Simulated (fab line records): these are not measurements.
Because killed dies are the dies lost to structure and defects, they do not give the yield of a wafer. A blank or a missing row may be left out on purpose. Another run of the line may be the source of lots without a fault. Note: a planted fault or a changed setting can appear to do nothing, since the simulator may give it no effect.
Split-lot trial | flow n5Finfet | on a route of 1938 steps: 7 lots, 21 wafers read

== THE SPLIT ==
At N5_FIN_SAQP_FIN_ETCH_36 (etches the open film in HBr/Cl2/O2, target depth 120 nm, time 50.4 s), the setting icpW was moved away from the recipe's 800 W on 4 of the 21 wafers read, by -14.1% to +17.7%. The other wafers ran this setting at the recipe's value.

== FROM THE SPLIT TO THE READING: what the file shows between them, 3 steps ==
- N5_FIN_SAQP_PRECLEAN_38: cleans in O3/DIW, time 45 s
- N5_FIN_SAQP_PRECLEAN_45: cleans in dHF, time 10 s
- N5_FIN_SAQP_SRD_39: time 30 s

== THE READING ==
trenchDepthNm, in nm, at N5_FIN_SAQP_OCD_MEAS_76. Typical for fault-free wafers on this fab line: 119.5 nm, with standard deviation 2.2 nm.

wafer  | tool, chamber at the split | icpW as run, W | against the recipe | trenchDepthNm, nm | against lot-mates on the recipe
L074.2 | rieSi-03, 2                | 708.1          | -11.5%             | 109.5             | -12.2
L074.3 | rieSi-03, 3                | 800            | recipe             | 121.3             | -
L074.4 | rieSi-03, 0                | 800            | recipe             | 122.0             | -
L075.3 | rieSi-03, 0                | 687.1          | -14.1%             | 110.9             | -10.6
L075.4 | rieSi-03, 3                | 800            | recipe             | 121.7             | -
L075.5 | rieSi-03, 3                | 800            | recipe             | 121.3             | -
L076.2 | rieSi-03, 0                | 800            | recipe             | 120.0             | -
L076.5 | rieSi-03, 3                | 800            | recipe             | 121.3             | -
L076.6 | rieSi-03, 0                | 941.6          | +17.7%             | 130.3             | +9.7
L087.1 | rieSi-06, 3                | 800            | recipe             | 117.0             | -
L087.2 | rieSi-06, 0                | 800            | recipe             | 121.6             | -
L087.4 | rieSi-06, 2                | 800            | recipe             | 119.2             | -
L093.2 | rieSi-06, 2                | 800            | recipe             | 121.0             | -
L093.3 | rieSi-06, 1                | 800            | recipe             | 116.8             | -
L093.4 | rieSi-06, 3                | 800            | recipe             | 118.2             | -
L094.1 | rieSi-03, 1                | 800            | recipe             | 122.0             | -
L094.2 | rieSi-03, 3                | 936.6          | +17.1%             | 129.8             | +8.4
L094.5 | rieSi-03, 0                | 800            | recipe             | 120.9             | -
L095.3 | rieSi-03, 2                | 800            | recipe             | 115.3             | -
L095.4 | rieSi-03, 3                | 800            | recipe             | 120.5             | -
L095.5 | rieSi-03, 2                | 800            | recipe             | 116.4             | -

THE FIT
A straight line over all 21 wafers: trenchDepthNm changes by +0.644 nm for each +1% of icpW; r = +0.90; the points scatter about the line by 2.1 nm.
The same after taking each lot's own level away (the mean of its wafers on the recipe; 21 wafers): +0.649 nm for each +1%; r = +0.93; scatter 1.9 nm.
Per that fit: largest icpW move, reading shift of 11 nm.
The lots' own levels span 117.40 to 121.65 nm, that is 1.9 times the standard deviation above.
The two slopes are in agreement: the lot-to-lot level therefore moves the slope only a little.
Check: with one of the wafers moved furthest among these (+17.7%) left out of the fit, the line predicts +11.7 nm for it against its lot-mates. Against them it came out at +9.65 nm.

== ADDITIONAL SPLITS CARRIED BY THESE WAFERS ==
Other splits were also applied to these wafers ahead of the reading. Each is held against what the fit with the lots' levels taken away leaves over:
other split on the same wafers          | wafers away from the commonest value | r with trenchDepthNm (lot level and that fit taken away)
N5_ZERO_LAYER_PECVD_02 timeS            | 7                                    | -0.28
N5_PMOS_HMC_CHANNEL_EPI_PEB_07 pebTempC | 4                                    | +0.00
N5_PMOS_HMC_CHANNEL_EPI_ETCH_32 biasW   | 4                                    | -0.31
N5_FIN_SAQP_PECVD_48 timeS              | 9                                    | -0.15
N5_FIN_SAQP_PEB_14 pebTimeS             | 6                                    | -0.07

== THE WHOLE CHAIN: every reading that the file lists as answering this split, in the file's order ==
step                    | what it does                                                         | reading                                                                  | change (the file's fit)               | r (the file's)
N5_FIN_SAQP_FIN_ETCH_36 | etches the open film in HBr/Cl2/O2, target depth 120 nm, time 50.4 s | etch.depthNm (the simulator's own value, which no gauge read)            | +0.623 nm for each +1% of the setting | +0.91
N5_FIN_SAQP_FIN_ETCH_36 | etches the open film in HBr/Cl2/O2, target depth 120 nm, time 50.4 s | FIN_SAQP.featureDepthNm (the simulator's own value, which no gauge read) | +0.623 nm for each +1% of the setting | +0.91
N5_FIN_SAQP_OCD_MEAS_76 |                                                                      | trenchDepthNm                                                            | +0.644 nm for each +1% of the setting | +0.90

== FILE'S OWN FIT ==
trenchDepthNm changes by +0.644 nm for each +1% of icpW, r = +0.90.
